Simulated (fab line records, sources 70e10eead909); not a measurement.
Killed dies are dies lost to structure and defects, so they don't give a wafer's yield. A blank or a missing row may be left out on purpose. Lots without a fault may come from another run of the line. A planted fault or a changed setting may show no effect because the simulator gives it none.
Chamber matching | flow nand_harc | NHARC_P_GATE_DESCUM_61 on rie_diel-10: 4 sister chambers
The step chemistry O2, time 3 s. 4 wafers are shown with their chamber, then 10 later ones without.

WAFERS WITH THEIR CHAMBER
wafer  | chamber | showerhead_plenum_p_Torr (Torr)
L088.5 | 2       | 2.03
L087.3 | 3       | 1.80
L089.2 | 0       | 1.78
L089.4 | 1       | 1.96

WAFERS WITHOUT THEIR CHAMBER
wafer  | showerhead_plenum_p_Torr (Torr)
L089.5 | 1.80
L090.4 | 1.96
L090.5 | 1.80
L090.6 | 1.78
L093.3 | 1.80
L093.4 | 1.78
L093.6 | 2.03
L094.2 | 1.95
L094.5 | 1.80
L094.6 | 2.03

WHICH CHAMBER EACH WENT THROUGH
wafer  | from the rows above | in truth
L089.5 | 3                   | 3
L090.4 | 1                   | 1
L090.5 | 3                   | 3
L090.6 | 0                   | 0
L093.3 | 3                   | 3
L093.4 | 0                   | 0
L093.6 | 2                   | 2
L094.2 | 1                   | 1
L094.5 | 3                   | 3
L094.6 | 2                   | 2
Placed correctly: 10 of 10. Can't be placed from these rows: 0. Placed wrongly: 0.
How it was worked out, from the rows above alone: a wafer's distance from a chamber is the root of the sum, over the readings, of the square of ((its reading less the chamber's mean) divided by the reading's scatter). The wafer belongs to the nearest chamber; if the next one is less than 2 further off, it can't be placed. A chamber's mean is the mean of its shown wafers. The scatter: with one shown wafer a chamber, the root of the mean of the squares of how far each hidden wafer lies from its nearest shown one.
